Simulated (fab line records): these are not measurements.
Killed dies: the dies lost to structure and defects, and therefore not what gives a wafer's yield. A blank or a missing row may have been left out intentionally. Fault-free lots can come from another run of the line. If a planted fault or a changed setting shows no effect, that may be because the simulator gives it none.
Matching of chambers ; flow n5Finfet ; uvCure-03 running N5_BEOL_M8_CURE_75: 3 sister chambers
The step cures SiCOH lowk, time 120 s. 24 wafers are shown with their chamber, then 12 later ones without.

WAFERS, EACH WITH ITS CHAMBER
wafer;chamber;wafer_temp_C_max;lampPowerPct (%)
L074.2;0;372.0;52.41
L074.3;0;372.5;52.32
L074.4;0;372.6;52.29
L082.1;1;372.3;52.33
L082.4;1;372.1;52.37
L082.6;1;371.9;52.38
L081.3;2;371.5;52.39
L081.5;2;371.1;52.30
L081.6;2;371.3;52.31
L083.1;1;371.7;52.35
L083.4;1;371.8;52.27
L083.5;1;371.3;52.20
L084.1;1;371.8;52.45
L084.2;1;371.9;52.32
L084.6;1;371.5;52.30
L089.1;1;372.2;52.25
L089.4;1;371.4;52.31
L089.6;1;372.1;52.35
L091.1;1;371.6;52.32
L091.2;1;372.3;52.35
L091.3;1;372.1;52.31
L090.2;2;371.7;52.31
L090.3;2;371.1;52.32
L090.6;2;371.5;52.22

SIGNATURES, as means of the wafers listed above
reading;chamber 0;chamber 1;chamber 2;scatter within a chamber
wafer_temp_C_max;372.367;371.867;371.367;0.303
lampPowerPct;52.3400;52.3240;52.3083;0.0579
Rule: a wafer lies at a distance from a chamber equal to the root of the sum of squares, over the readings, of (its reading less the chamber's mean, divided by the reading's scatter). If the next closest chamber is less than 2 further off than the closest, the wafer can't be placed; otherwise it belongs to the closest. The scatter: take each reading less its chamber's mean, square it, sum over the shown wafers, divide by the number of wafers less the number of chambers, and take the root.

WAFERS WHOSE CHAMBER IS MISSING
wafer;wafer_temp_C_max;lampPowerPct (%)
L093.1;371.5;52.34
L093.5;371.9;52.30
L093.6;371.5;52.32
L094.1;372.0;52.17
L094.3;371.5;52.33
L094.4;371.9;52.35
L095.2;371.2;52.27
L095.4;371.1;52.22
L095.5;371.0;52.28
L097.3;372.7;52.28
L097.4;372.1;52.33
L097.6;372.9;52.35

EACH ONE'S CHAMBER
wafer;from the rows above;in truth
L093.1;can't be placed: 2 or 1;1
L093.5;can't be placed: 1 or 0 or 2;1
L093.6;can't be placed: 2 or 1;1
L094.1;can't be placed: 1 or 2 or 0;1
L094.3;can't be placed: 2 or 1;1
L094.4;can't be placed: 1 or 0 or 2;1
L095.2;can't be placed: 2 or 1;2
L095.4;can't be placed: 2 or 1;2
L095.5;can't be placed: 2 or 1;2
L097.3;can't be placed: 0 or 1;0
L097.4;can't be placed: 1 or 0 or 2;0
L097.6;can't be placed: 0 or 1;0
0 of 12 placed correctly. Can't be placed from these rows: 12 (the true chamber is among the candidates in 12). Wrongly placed: 0.
